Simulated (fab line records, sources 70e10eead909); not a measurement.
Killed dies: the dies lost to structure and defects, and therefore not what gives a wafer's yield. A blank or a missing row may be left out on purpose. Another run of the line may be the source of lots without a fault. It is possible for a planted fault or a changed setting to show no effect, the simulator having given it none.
Which tool is to blame?    flow nand_harc    Sampling: 8 lots, 24 wafers, 2 of 1302 route steps

WHAT THE GAUGES READ, wafer by wafer
NHARC_A_CHANNEL_HOLE_D2_CD_MEAS_10 targets a cd of 100 nm.
lot   measured      on         cd_nm (nm)
L749  day 13 03:23  cd_sem-02  99.7 99.9 99.8
L751  day 14 09:37  cd_sem-03  100.0 100.5 100.2
L755  day 15 23:59  cd_sem-01  99.8 99.8 99.6
L754  day 15 22:32  cd_sem-02  101.4 100.1 100.9
L761  day 18 06:06  cd_sem-02  100.2 99.9 100.2
L760  day 18 05:39  cd_sem-01  99.7 100.7 100.8
L770  day 22 10:48  cd_sem-02  108.5 108.5 108.5
L771  day 23 00:31  cd_sem-01  109.2 108.8 109.2

WHAT TOOL EACH LOT RAN ON (gives the tool, then ch and the chambers of the sampled wafers, and finally the start)
lot   NHARC_A_CHANNEL_HOLE_D2_PEB_08
L749  litho_track-06 ch 0, day 13 03:19
L751  litho_track-06 ch 0, day 14 09:32
L755  litho_track-01 ch 0, day 15 23:55
L754  litho_track-04 ch 0, day 15 22:27
L761  litho_track-04 ch 0, day 18 06:01
L760  litho_track-01 ch 0, day 18 05:34
L770  litho_track-01 ch 0, day 22 10:43
L771  litho_track-01 ch 0, day 23 00:26
- NHARC_A_CHANNEL_HOLE_D2_PEB_08: peb time 65 s.

THE ANSWER, worked out from the rows above alone
Rule: usual is defined by the lots themselves. The widest of any qualifying gaps counts: lots, ordered by their means at a reading, are off when they make up no more than a third of the lots, leave a main group of 4 or more, and stand apart from it by 3 or more times the standard deviation of that group's means. The tables above print the reading to a certain number of digits; a main group whose means all agree to those digits is not used. A lot without any number at a reading at which 4 lots or more have one is off too. Any other lot the step has rows for is counted as sound.
Off: L770, L771, at NHARC_A_CHANNEL_HOLE_D2_CD_MEAS_10 (cd_nm). The main group has a mean of 100.2 nm with a standard deviation of 0.36.
If a tool, at a process step before that reading, ran all the lots that are off and no sound lot after the first of them, it fits. The gauges at NHARC_A_CHANNEL_HOLE_D2_CD_MEAS_10 are tried like those tools. One candidate fits, namely litho_track-01 at NHARC_A_CHANNEL_HOLE_D2_PEB_08. Its last sound lot is L760 (day 18 05:34), its first lot that is off L770 (day 22 10:43): a fault that began between those two fits.

WHAT WAS PUT IN BY THE SIMULATOR
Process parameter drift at NHARC_A_CHANNEL_HOLE_D2_PEB_08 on litho_track-01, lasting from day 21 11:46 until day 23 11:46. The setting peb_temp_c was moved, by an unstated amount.
Shown lots that were struck: L770, L771. The rule above reached the same finding.
